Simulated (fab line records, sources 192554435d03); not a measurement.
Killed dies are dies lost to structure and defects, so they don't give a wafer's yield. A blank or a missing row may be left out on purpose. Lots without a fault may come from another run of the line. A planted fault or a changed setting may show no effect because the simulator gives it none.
A struck lot beside a sound one | flow n5_finfet | 37 steps out of a route of 1938
Sound: wafers L554.2, L554.5, L554.6. Struck: wafers L561.4, L561.5. (L561.2 of the same lot was not struck and is left out.) The cause comes at the end.
At each step with rows: each side's tool, then ch and its chambers, then its first start. Under that, the readings that differ: sound wafers | struck wafers | difference of the means | sigmas: that difference in standard deviations of wafers without a fault.
alike: readings whose means differ by less than 2 such deviations, and words and numbers that are the same on both sides. not compared: withheld readings, readings that some wafer has no value for, bounds like >300 that may hide the same value, and numbers for which the record gives no deviation and whose values overlap.
The two part at a step that has a row with sigmas, a row that says differs or no value, or rows on one side only. Numbers that don't overlap but have no deviation are shown without sigmas and don't part them. A reading that every wafer of one side lacks parts them only if that side has two wafers or more.

first, 9 steps without rows for these wafers: N5_BEOL_M11_ALD_74 (deposits TaN, target thk 2 nm, pulse time 2 s, purge time 3 s); N5_BEOL_M11_SURFACE_TREAT_76; N5_BEOL_M11_CVD_75 (deposits Co from CCTBA/H2, target thk 2 nm, time 138.9 s); N5_BEOL_M11_SPUTTER_48 (material Cu, target thk 12 nm, time 2 s); N5_BEOL_M11_ECD_50 (material Cu, target thk 318 nm); N5_BEOL_M11_ANNEAL_51 (time 90 s); N5_BEOL_M11_CMP_52 (polishes, stops on SiCOH lowk, t overpolish 7 s, target thk 140 nm); N5_BEOL_M11_PRE_CLEAN_55 (time 15 s); N5_BEOL_M11_DEP_56 (deposits SiCN from 3MS/NH3, target thk 30 nm, time 10.5 s).
N5_BEOL_M12_ILD_DEP_00: deposits SiOC from DEMS/O2, target thk 658.92 nm, time 130.7 s.
  sound on pecvd-02 ch 0,1, day 15 00:08; struck on pecvd-02 ch 0,2, day 16 04:04
  reading                                       | sound           | struck      | difference | sigmas
  model.SiOC_of_BEOL_M12_ILD_DEP_00.thk_nm (nm) | 667 672.2 659.4 | 953.6 968.4 | +294.8     |
  alike: heater_power_w, showerhead_plenum_p_Torr, throttle_valve_pct
N5_BEOL_M12_THK_MEAS_01:
  sound on film_metro-01, day 15 00:16; struck on film_metro-02, day 16 04:12
  reading          | sound       | struck  | difference | sigmas
  M12_ILD_THK (nm) | 667 673 660 | 954 969 | +295       | +32
then, 10 steps without rows for these wafers: N5_BEOL_M12_COAT_58 (time 60 s, resist thk 89 nm); N5_BEOL_M12_COAT_04 (resist thk 400 nm); N5_BEOL_M12_EBR_06; N5_BEOL_M12_SOFTBAKE_05 (time 60 s); N5_BEOL_M12_EXPOSE_07 (exposes mask V11); N5_BEOL_M12_PEB_08 (peb time 90 s); N5_BEOL_M12_DEVELOP_09 (develop time 45 s); N5_BEOL_M12_HARDBAKE_14 (time 120 s); N5_BEOL_M12_DESCUM_15 (chemistry O2, time 7.9 s); N5_BEOL_M12_ETCH_59 (etches BARC in N2/H2, target depth 89 nm, overetch 26.7 nm, time 67.9 s).
N5_BEOL_M12_VIA_ETCH_16: etches SiOC in C4F8/O2/Ar, target depth 724.8 nm.
  sound on rie_diel-02 ch 0,1,2, day 15 00:53; struck on rie_diel-02 ch 0,1, day 16 05:00
  reading                                    | sound           | struck      | difference | sigmas
  model.etch.depth_nm (nm)                   | 667 672.3 659.5 | 953.7 968.5 | +294.8     |
  model.coat_of_BEOL_M12_COAT_04.thk_nm (nm) | 118 118 121     | 33.8 30.2   | -87.0      |
  alike: drypump_motor_current_A, mfc_ar_sccm, oes_product_au, rf_vpp_V, showerhead_plenum_p_Torr, throttle_valve_pct
N5_BEOL_M12_STRIP_63: strips in N2/H2.
  sound on plasma_asher-02 ch 0,1, day 15 01:05; struck on plasma_asher-01 ch 0,1, day 16 05:13
  reading                      | sound             | struck      | difference | sigmas
  oes_product_au (a.u.)        | 0.688 0.690 0.687 | 0.646 0.649 | -0.041     | -8
  strip_time_to_endpoint_s (s) | 41.1 41.2 41.9    | 16.4 15.2   | -25.6      | -26
  alike: drypump_motor_current_A, heater_power_w
  not compared: rf_hours_counter_h
then, 12 steps without rows for these wafers: N5_BEOL_M12_STRIP_64 (strips in N2/H2); N5_BEOL_M12_STRIP_71 (strips in post etch residue remover, time 60 s); N5_BEOL_M12_SRD_72 (time 30 s, dry time 30 s); N5_BEOL_M12_COAT_65 (time 60 s, resist thk 300 nm); N5_BEOL_M12_COAT_66 (time 60 s, resist thk 110 nm); N5_BEOL_M12_COAT_22 (resist thk 300 nm); N5_BEOL_M12_EBR_24; N5_BEOL_M12_SOFTBAKE_23 (time 60 s); N5_BEOL_M12_EXPOSE_25 (exposes mask M12); N5_BEOL_M12_PEB_26 (peb time 90 s); N5_BEOL_M12_DEVELOP_27 (develop time 45 s); N5_BEOL_M12_HARDBAKE_32 (time 120 s).
N5_BEOL_M12_CMP_49: polishes, stops on SiOC, t overpolish 20.6 s, target thk 320 nm.
  sound on cmp-04 ch 0,1,2, day 15 05:37; struck on cmp-03 ch 2,3, day 16 08:22
  reading                                       | sound           | struck      | difference | sigmas
  model.SiOC_of_BEOL_M12_ILD_DEP_00.thk_nm (nm) | 606 611.6 600.4 | 895.4 908.2 | +295.8     |
  alike: edge_zone_pressure_frac, motor_current_A, slurry_filter_dp_kPa
then, 1 step without rows for these wafers: N5_PASSIVATION_PROBE_49.

WHERE THEY PART
First at N5_BEOL_M12_THK_MEAS_01; last, within this record, at N5_BEOL_M12_STRIP_63. Later steps at which nothing parts them and some readings are alike: N5_BEOL_M12_CMP_49.

WHY: what the simulator had put in
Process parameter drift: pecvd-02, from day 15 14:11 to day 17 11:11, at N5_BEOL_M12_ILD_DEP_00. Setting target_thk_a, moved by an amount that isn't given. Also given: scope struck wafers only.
